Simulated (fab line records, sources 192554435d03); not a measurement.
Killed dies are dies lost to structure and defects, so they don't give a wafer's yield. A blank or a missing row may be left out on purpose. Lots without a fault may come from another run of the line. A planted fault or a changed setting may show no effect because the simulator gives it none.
Chamber matching | flow n5_finfet | N5_BEOL_M5_STRIP_36 on rie_diel-06: 4 sister chambers
The step strips in N2/H2. 8 wafers are shown with their chamber, then 10 later ones without.

WAFERS WITH THEIR CHAMBER
wafer  | chamber | drypump_motor_current_A (A) | showerhead_plenum_p_Torr (Torr)
L082.2 | 0       | 5.9                         | 2.48
L084.1 | 0       | 5.9                         | 2.48
L084.3 | 3       | 5.5                         | 2.55
L086.5 | 1       | 5.4                         | 2.51
L087.5 | 2       | 5.2                         | 2.63
L087.6 | 3       | 5.5                         | 2.55
L090.2 | 2       | 5.2                         | 2.62
L090.4 | 1       | 5.5                         | 2.51

WAFERS WITHOUT THEIR CHAMBER
wafer  | drypump_motor_current_A (A) | showerhead_plenum_p_Torr (Torr)
L090.6 | 5.5                         | 2.55
L093.1 | 5.9                         | 2.47
L093.2 | 5.5                         | 2.51
L093.5 | 5.5                         | 2.55
L092.2 | 5.2                         | 2.62
L092.4 | 5.5                         | 2.51
L092.6 | 5.8                         | 2.47
L096.1 | 5.9                         | 2.47
L096.2 | 5.2                         | 2.62
L096.3 | 5.4                         | 2.50

WHICH CHAMBER EACH WENT THROUGH
wafer  | from the rows above | in truth
L090.6 | 3                   | 3
L093.1 | 0                   | 0
L093.2 | 1                   | 1
L093.5 | 3                   | 3
L092.2 | 2                   | 2
L092.4 | 1                   | 1
L092.6 | 0                   | 0
L096.1 | 0                   | 0
L096.2 | 2                   | 2
L096.3 | 1                   | 1
Placed correctly: 10 of 10. Can't be placed from these rows: 0. Placed wrongly: 0.
How it was worked out, from the rows above alone: a wafer's distance from a chamber is the root of the sum, over the readings, of the square of ((its reading less the chamber's mean) divided by the reading's scatter). The wafer belongs to the nearest chamber; if the next one is less than 2 further off, it can't be placed. A chamber's mean is the mean of its shown wafers. The scatter: the root of (the sum of the squares of (reading less its chamber's mean) over the shown wafers, divided by (wafers less chambers)).
